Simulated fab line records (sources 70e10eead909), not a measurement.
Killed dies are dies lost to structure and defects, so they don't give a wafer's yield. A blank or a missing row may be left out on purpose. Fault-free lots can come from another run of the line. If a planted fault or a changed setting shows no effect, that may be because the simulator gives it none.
Struck lot and sound lot, side by side :: flow nand_harc :: 15 steps out of a route of 1159
Sound: these wafers, L421.1, L421.2, L421.5. Struck: wafer L429.1 (left out: L429.3, L429.6 of the same lot, which were not struck); the cause appears at the end.
For every step that has rows: the tool of each side, followed by ch and its chambers, followed by its first start. Under that, the readings that differ: sound wafers :: struck wafers :: difference of the means :: sigmas: that difference in standard deviations of wafers without a fault.
alike: readings with means less than 2 such deviations apart, plus words and numbers identical on both sides. not compared: withheld readings, readings lacking a value on some wafer, bounds such as >300 that could conceal the same value, and numbers that have no deviation in the record and whose values overlap.
The two part at a step that has a row with sigmas, a row that says differs or no value, or rows on one side only. Numbers that don't overlap but have no deviation are shown without sigmas and don't part them. Lack of a reading on every wafer of one side parts them only where that side has two or more wafers.

first, 5 steps without rows for these wafers: NHARC_A_CONTACT_SOFTBAKE_03 (time 55 s); NHARC_A_CONTACT_EBR_04; NHARC_A_CONTACT_EXPOSE_05 (exposes mask A CC); NHARC_A_CONTACT_PEB_06 (peb time 65 s); NHARC_A_CONTACT_DEVELOP_07 (develop time 35 s).
NHARC_A_CONTACT_CD_MEAS_08: target cd 100 nm.
  sound on cd_sem-01 ch 0, day 18 04:02; struck on cd_sem-02 ch 0, day 21 01:41
  alike: cd_nm
NHARC_A_CONTACT_OVL_MEAS_09:
  sound: overlay-02 at day 18 04:07; struck: overlay-02 at day 21 01:47
  alike: overlay_x_nm, overlay_y_nm
NHARC_A_CONTACT_INSPECT_10:
  sound: defect_inspect-02 at day 18 04:10; struck: defect_inspect-02 at day 21 01:49
  alike: raw_defect_count
NHARC_A_CONTACT_DESCUM_13: chemistry O2, time 3 s.
  sound on rie_diel-09 ch 1,2,3, day 18 04:13; struck on rie_diel-11 ch 0, day 21 01:52
reading: drypump_motor_current_A (A)
sound: 6.3 6.2 5.7
struck: 5.1
difference: -1.0
sigmas: -2

reading: rf_vpp_V (V)
sound: 58.1 58.9 59.2
struck: 56.9
difference: -1.8
sigmas: -2

reading: showerhead_plenum_p_Torr (Torr)
sound: 1.93 1.94 1.93
struck: 1.79
difference: -0.14
sigmas: -2
  alike: oes_product_au, throttle_valve_pct
  not compared: rf_hours_counter_h
NHARC_A_CONTACT_ETCH_88: etches the open film in CF4, target depth 39 nm, time 65 s.
  sound on rie_diel-09 ch 1,2, day 18 04:24; struck on rie_diel-11 ch 3, day 21 01:58
  alike: drypump_motor_current_A, oes_product_au, rf_vpp_V, run_length_s, showerhead_plenum_p_Torr, throttle_valve_pct
  not compared: rf_hours_counter_h
NHARC_A_CONTACT_ETCH_89: etches the open film in N2/H2, target depth 260 nm, time 475.3 s.
  sound on rie_diel-09 ch 1,2,3; struck on rie_diel-11 ch 3
  alike: drypump_motor_current_A, oes_product_au, rf_vpp_V, run_length_s, showerhead_plenum_p_Torr, throttle_valve_pct
  not compared: rf_hours_counter_h
NHARC_A_CONTACT_ETCH_30: etches the open film in CF4/CHF3, target depth 60.5 nm, time 30.2 s.
  sound on rie_diel-09 ch 1,2,3; struck on rie_diel-11 ch 3
  alike: drypump_motor_current_A, oes_product_au, rf_vpp_V, run_length_s, showerhead_plenum_p_Torr, throttle_valve_pct
  not compared: rf_hours_counter_h
NHARC_A_CONTACT_ETCH_31: etches the open film in O2/COS, target depth 2000 nm, time 520 s.
  sound on rie_diel-09 ch 1,2, day 18 06:57; struck on rie_diel-11 ch 0, day 21 02:28
reading: drypump_motor_current_A (A)
sound: 5.8 6.2 6.2
struck: 5.1
difference: -1.0
sigmas: -2

reading: run_length_s (s)
sound: 540.7 542.2 542.4
struck: 421.0
difference: -120.8
sigmas: -99 or more

reading: showerhead_plenum_p_Torr (Torr)
sound: 3.15 3.16 3.16
struck: 2.93
difference: -0.23
sigmas: -2
  alike: oes_product_au, rf_vpp_V, throttle_valve_pct
  not compared: rf_hours_counter_h
NHARC_A_CONTACT_ETCH_134: etches the open film in C4F8/O2/Ar, time 140 s, target depth 700 nm.
  sound on har_cap_etch-03 ch 0,1, day 18 07:26; struck on har_cap_etch-02 ch 1, day 21 02:52
  alike: run_length_s
  not compared: rf_hours_counter_h
-- jump in the record: it breaks off in module A_CONTACT and resumes in module END (first step shown: number 1159 of the route), and 2 days separate the struck wafers' starts before and after --
NHARC_END_SORT_01:
  sound on prober-01 ch 0, day 21 14:32; struck on prober-01 ch 0, day 23 11:02
reading: hold
sound: - - -
struck: await_dispo/4.5h/release
difference: no value on the sound wafers
sigmas: 

reading: killed_at_array
sound: 26 23 26
struck: 293
difference: +268
sigmas: +24

reading: killed_dies
sound: 29 28 28
struck: 298
difference: +270
sigmas: +25
  alike: killed_at_other, killed_at_periphery, killed_open, killed_short

## WHERE THEY PART
First at NHARC_A_CONTACT_DESCUM_13; last, within this record, at NHARC_END_SORT_01.

WHY: the cause the simulator had injected
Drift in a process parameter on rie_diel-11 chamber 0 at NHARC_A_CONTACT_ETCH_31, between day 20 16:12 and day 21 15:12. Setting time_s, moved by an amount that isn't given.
